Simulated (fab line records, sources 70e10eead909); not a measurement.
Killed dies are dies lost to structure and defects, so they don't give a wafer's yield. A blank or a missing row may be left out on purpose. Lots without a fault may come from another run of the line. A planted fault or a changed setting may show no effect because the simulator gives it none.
Which tool did it? | flow nand_harc | 12 lots, 34 wafers sampled, at 1 step of a route of 1159

WHAT THE GAUGES READ, wafer by wafer
NHARC_P_BONDPAD_OVL_MEAS_38. Usual: overlay_x_nm -1 nm, standard deviation 6.7; overlay_y_nm -1 nm, standard deviation 5.7.
lot  | measured     | on         | overlay_x_nm (nm) | overlay_y_nm (nm) | flag
L400 | day 6 03:41  | overlay-02 | 2 3 3             | -3 -3 -4          |
L402 | day 7 01:32  | overlay-02 | 2 1 2             | -13 -13 -13       |
L401 | day 7 02:36  | overlay-02 | 6 6 5             | -5 -6 -5          |
L404 | day 7 04:19  | overlay-02 | 1 1 1             | -2 -1 -2          |
L403 | day 7 07:55  | overlay-02 | 2 2 2             | 6 6 7             |
L407 | day 8 05:18  | overlay-02 | -6 -6             | 0 0               |
L408 | day 8 08:14  | overlay-02 | -11 -11           | -2 -3             |
L414 | day 9 14:38  | overlay-02 | 3 3 3             | 6 6 6             |
L421 | day 11 12:05 | overlay-02 | 7 6 6             | 8 8 9             |
L420 | day 11 13:14 | overlay-01 | 0 0 0             | 1 1 1             |
L422 | day 12 06:11 | overlay-02 | 3 3 3             | -2 -2 -2          |
L423 | day 12 06:47 | overlay-01 | 4 5 4             | 1 1 0             |

WHICH TOOL RAN EACH LOT (tool, then ch and the chambers of the sampled wafers, then the start)
The record holds no process step before these readings.

WHAT THE TOOLS THEMSELVES READ (means of the sampled wafers that have a number; where no wafer has one, the mark that the record gives instead)
The record holds no such reading with a usual standard deviation.

THE ANSWER, worked out from the rows above alone
Rule: a lot is off if the mean of its wafers that have a number lies more than 3 standard deviations from the usual mean. A lot without any number at a reading at which 4 lots or more have one is off too. The other lots that the step has rows for count as sound. The gauges are gone through in route order, then the tools' own readings, and for those a lot's mean is taken as printed above. The first step at which some lot is off is used, and at that step the reading that is off furthest; a lot without a number counts as furthest.
No lot is off at any reading shown: from this, nothing can be told.

WHAT THE SIMULATOR HAD PUT IN
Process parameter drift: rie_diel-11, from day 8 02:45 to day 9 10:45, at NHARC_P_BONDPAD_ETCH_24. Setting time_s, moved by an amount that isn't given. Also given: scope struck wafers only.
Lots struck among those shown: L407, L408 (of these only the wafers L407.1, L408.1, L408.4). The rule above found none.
